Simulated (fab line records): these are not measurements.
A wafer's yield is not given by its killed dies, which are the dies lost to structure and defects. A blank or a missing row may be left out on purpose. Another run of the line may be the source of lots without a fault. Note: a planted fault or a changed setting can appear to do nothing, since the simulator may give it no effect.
Matching of chambers || flow nandHarc || 4 sister chambers for NHARC_THIN_TSV_ETCH_15 on rieSi-03
The step target depth 3000 nm, bosch target overetch cycles 2, bosch etch step 2.8 s. 4 wafers are shown with their chamber, then 7 later ones without.

## WAFERS, EACH WITH ITS CHAMBER
{"wafer": "L691.3", "chamber": 0, "drypumpMotorCurrentA (A)": 5.8}
{"wafer": "L691.4", "chamber": 3, "drypumpMotorCurrentA (A)": 6.3}
{"wafer": "L699.1", "chamber": 2, "drypumpMotorCurrentA (A)": 5.3}
{"wafer": "L699.2", "chamber": 1, "drypumpMotorCurrentA (A)": 6.0}

## WAFERS WITHOUT THEIR CHAMBER
{"wafer": "L699.4", "drypumpMotorCurrentA (A)": 5.8}
{"wafer": "L702.2", "drypumpMotorCurrentA (A)": 5.8}
{"wafer": "L702.3", "drypumpMotorCurrentA (A)": 5.3}
{"wafer": "L702.4", "drypumpMotorCurrentA (A)": 5.9}
{"wafer": "L704.2", "drypumpMotorCurrentA (A)": 5.3}
{"wafer": "L704.3", "drypumpMotorCurrentA (A)": 5.8}
{"wafer": "L704.6", "drypumpMotorCurrentA (A)": 6.3}

## THE CHAMBER EACH PASSED THROUGH
{"wafer": "L699.4", "from the rows above": 0, "in truth": 0}
{"wafer": "L702.2", "from the rows above": 0, "in truth": 0}
{"wafer": "L702.3", "from the rows above": 2, "in truth": 2}
{"wafer": "L702.4", "from the rows above": "can't be placed: 1 or 0", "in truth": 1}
{"wafer": "L704.2", "from the rows above": 2, "in truth": 2}
{"wafer": "L704.3", "from the rows above": 0, "in truth": 0}
{"wafer": "L704.6", "from the rows above": 3, "in truth": 3}
Correct placement for 6 of the 7. These rows do not allow placing 1 (true chamber among the candidates in 1). 0 placed wrongly.
How it was worked out, from the rows above alone: a wafer's distance from a chamber is the root of the sum, over the readings, of the square of ((its reading less the chamber's mean) divided by the reading's scatter). The wafer belongs to the nearest chamber; if the next one is less than 2 further off, it can't be placed. Each chamber's mean is taken over the wafers shown for it. The scatter: root of mean squared gap, hidden wafer to nearest shown wafer, with one shown wafer a chamber.
